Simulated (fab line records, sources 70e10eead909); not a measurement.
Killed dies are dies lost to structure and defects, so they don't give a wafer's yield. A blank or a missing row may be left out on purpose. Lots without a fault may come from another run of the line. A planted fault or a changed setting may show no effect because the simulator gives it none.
Problem report in the 8D (eight disciplines) form, filled by code | flow nand_harc | the parts of the form that need people (team, actions taken, sign-off) are left out

1. THE PROBLEM
thk_nm at NHARC_A_ONON_D2_THK_MEAS_14 reads a mean of 686 nm on 6 wafers of 2 lots; wafers without a fault read 1001 nm with a standard deviation of 9.1. That is -35 standard deviations from the usual mean.
The step: measures by ellipsometry.
First seen on wafer L863.1, day 19 09:56, on film_metro-01. The record holds 42 wafers of 14 lots with a number at this step. Rule for "out", or "out of limits": more than 4 standard deviations from the usual mean. The other wafers with a number count as sound.

2. WHAT IT IS AND WHAT IT IS NOT
question                    | is                     | is not
which readings at this step | thk_nm                 | -
which lots                  | L863, L865             | L847, L848, L849, L850, L851, L852, L853, L854, L855, L856, L858, L859
which wafers of those lots  | all that have a number | -
read on which gauges        | film_metro-01          | film_metro-02
when                        | from day 19 09:56      | up to then (36 sound wafers)

3. SUSPECTS, AND WHAT RULES EACH OUT
Counting: a tool at a process step up to the reading stays a suspect if it ran every lot that is out and no sound lot after the first of them.
- the gauge at NHARC_A_ONON_D2_THK_MEAS_14: kept. All the wafers that are out were read on film_metro-01, and no step on other tools shows them out.
- pecvd_onon-04 at NHARC_A_ONON_D2_DEP_12 (target thk 1000 nm): kept. It ran every lot that is out, first L863 (day 19 09:25), and no sound lot after that; its last sound lot up to then is L859 (day 17 17:57).
Left after counting: pecvd_onon-04 at NHARC_A_ONON_D2_DEP_12, film_metro-01 at NHARC_A_ONON_D2_THK_MEAS_14.

4. THE CAUSE (what the simulator had put in)
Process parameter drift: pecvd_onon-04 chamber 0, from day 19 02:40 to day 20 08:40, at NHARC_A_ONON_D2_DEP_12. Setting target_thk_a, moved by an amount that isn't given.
Counting left 2 suspects, and this tool is among them.

5. THE CHAIN OF EFFECTS, in route order
Each row: a reading whose mean over the struck wafers that have a number lies more than 3 standard deviations from the usual. Only readings for which the record gives a usual standard deviation are gone through. hours: the time from each lot's start at the first step in this table that gives one to its start at this step, as a median over the lots. sigmas: the change in usual standard deviations.
hours | step                        | reading | usual   | on struck wafers | change | sigmas
0     | NHARC_A_ONON_D2_THK_MEAS_14 | thk_nm  | 1001 nm | 686              | -314   | -35

6. WHAT WOULD HAVE CAUGHT IT SOONER
In this record the first reading out of limits at a measuring or inspecting step was taken at day 19 09:56, 7 hours after the fault began at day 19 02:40.
Of the lots that are out (2), L865 began NHARC_A_ONON_D2_DEP_12 on pecvd_onon-04 after day 19 09:56. A hold on the tool at that time would have spared it.
